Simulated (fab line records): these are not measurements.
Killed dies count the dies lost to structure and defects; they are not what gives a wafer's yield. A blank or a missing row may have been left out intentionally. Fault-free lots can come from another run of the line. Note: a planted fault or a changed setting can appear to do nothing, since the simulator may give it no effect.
Split-lot experiment	flow n5Finfet	21 wafers read from 7 lots, route of 1938 steps

ABOUT THE SPLIT
At N5_FIN_SAQP_PECVD_06 (deposits a-Si from SiH4/He, target thk 60 nm, time 48.1 s), the setting timeS was moved away from the recipe's 48.1 s on 8 of the 21 wafers read, by -14.9% to +12.8%. The other wafers ran this setting at the recipe's value.

FROM THE SPLIT TO THE READING: what the file shows between them, 10 steps
- N5_FIN_SAQP_THK_MEAS_07
- N5_FIN_SAQP_COAT_50: time 60 s, resist thk 35 nm (also split here: spinRpm)
- N5_FIN_SAQP_COAT_10: resist thk 90 nm
- N5_FIN_SAQP_EBR_12
- N5_FIN_SAQP_DESCUM_21: chemistry O2, time 7.9 s
- N5_FIN_SAQP_ETCH_51: etches SiARC in CF4, target depth 45.5 nm, time 75.8 s
- N5_FIN_SAQP_ETCH_52: etches SOC in N2/H2, target depth 100 nm, overetch 20 nm, time 150 s
- N5_FIN_SAQP_STRIP_53: strips in N2/H2
- N5_FIN_SAQP_HM_OPEN_73: chemistry CHF3/O2, target SiO2, stops on a-Si, target depth 12 nm, time 16.8 s
- N5_FIN_SAQP_STRIP_74: strips in CHF3/O2

THE READING
oesProductAu, in a.u., at N5_FIN_SAQP_MANDREL_ETCH_22 (etches a-Si in HBr/Cl2, stops on SiNx, target depth 60 nm, bt time 10 s, time 30 s). Fault-free wafers of this fab line usually give 0.760 a.u., standard deviation 0.017 a.u.

wafer	tool, chamber at the split	timeS as run, s	against the recipe	oesProductAu, a.u.	against lot-mates on the recipe
L078.1	pecvd-02, 2	54.26	+12.8%	0.832	+0.086
L078.3	pecvd-02, 0	48.1	recipe	0.746	-
L078.4	pecvd-02, 1	54.26	+12.8%	0.828	+0.082
L081.1	pecvd-01, 1	42.99	-10.6%	0.705	-0.031
L081.2	pecvd-01, 2	48.1	recipe	0.736	-
L081.6	pecvd-01, 0	42.99	-10.6%	0.717	-0.019
L083.1	pecvd-02, 1	48.1	recipe	0.772	-
L083.2	pecvd-02, 0	48.1	recipe	0.785	-
L083.6	pecvd-02, 1	48.1	recipe	0.791	-
L084.1	pecvd-02, 2	48.1	recipe	0.759	-
L084.5	pecvd-02, 2	48.1	recipe	0.774	-
L084.6	pecvd-02, 1	48.1	recipe	0.753	-
L086.2	pecvd-04, 2	48.1	recipe	0.778	-
L086.4	pecvd-04, 2	48.1	recipe	0.736	-
L086.6	pecvd-04, 1	40.91	-14.9%	0.708	-0.049
L087.1	pecvd-01, 2	48.1	recipe	0.762	-
L087.3	pecvd-01, 1	53.79	+11.8%	0.816	+0.054
L087.5	pecvd-01, 2	53.79	+11.8%	0.833	+0.071
L091.1	pecvd-01, 2	48.1	recipe	0.747	-
L091.2	pecvd-01, 0	48.1	recipe	0.752	-
L091.5	pecvd-01, 2	41.72	-13.3%	0.688	-0.062

THE FIT
A straight line over all 21 wafers: oesProductAu changes by +0.00494 a.u. for each +1% of timeS; r = +0.93; the points scatter about the line by 0.016 a.u.
The same after taking each lot's own level away (the mean of its wafers on the recipe; 21 wafers): +0.00463 a.u. for each +1%; r = +0.94; scatter 0.014 a.u.
The reading moves by 0.069 a.u. for the largest change in timeS, on that fit.
The span of the lots' own levels, 0.7360 to 0.7827 a.u., comes to 2.7 times the standard deviation stated above.
So the lot-to-lot level changes the slope little: the two slopes agree.
Check: -0.067 a.u. against its lot-mates is what the line predicts for one of the wafers moved furthest among these (-14.9%) when that wafer is left out of the fit. Against them it came out at -0.049 a.u.

OTHER SPLITS ON THESE WAFERS
Before the reading, these wafers also passed through other splits. Each is held against what the fit with the lots' levels taken away leaves over:
other split on the same wafers	wafers away from the commonest value	r with oesProductAu (lot level and that fit taken away)
N5_WELL_APT_COAT_02 spinRpm	9	+0.16
N5_WELL_APT_EXPOSE_05 doseMj	10	+0.28
N5_FIN_SAQP_COAT_50 spinRpm	6	-0.09

THE WHOLE CHAIN: every reading that the file lists as answering this split, in the file's order
step	what it does	reading	change (the file's fit)	r (the file's)
N5_FIN_SAQP_PECVD_06	deposits a-Si from SiH4/He, target thk 60 nm, time 48.1 s	a-Si_of_FIN_SAQP_PECVD_06.thkNm (the simulator's own value, which no gauge read)	+0.586 nm for each +1% of the setting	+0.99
N5_FIN_SAQP_THK_MEAS_07		thkNm	withheld for each +1% of the setting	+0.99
N5_FIN_SAQP_HM_OPEN_73	chemistry CHF3/O2, target SiO2, stops on a-Si, target depth 12 nm, time 16.8 s	a-Si_of_FIN_SAQP_PECVD_06.thkNm (the simulator's own value, which no gauge read)	+0.584 nm for each +1% of the setting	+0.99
N5_FIN_SAQP_MANDREL_ETCH_22	etches a-Si in HBr/Cl2, stops on SiNx, target depth 60 nm, bt time 10 s, time 30 s	oesProductAu	+0.00445 a.u. for each +1% of the setting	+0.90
N5_FIN_SAQP_MANDREL_ETCH_22	etches a-Si in HBr/Cl2, stops on SiNx, target depth 60 nm, bt time 10 s, time 30 s	etch.depthNm (the simulator's own value, which no gauge read)	+0.584 nm for each +1% of the setting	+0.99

THE FILE'S OWN FIT
oesProductAu changes by +0.00445 a.u. for each +1% of timeS, r = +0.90.
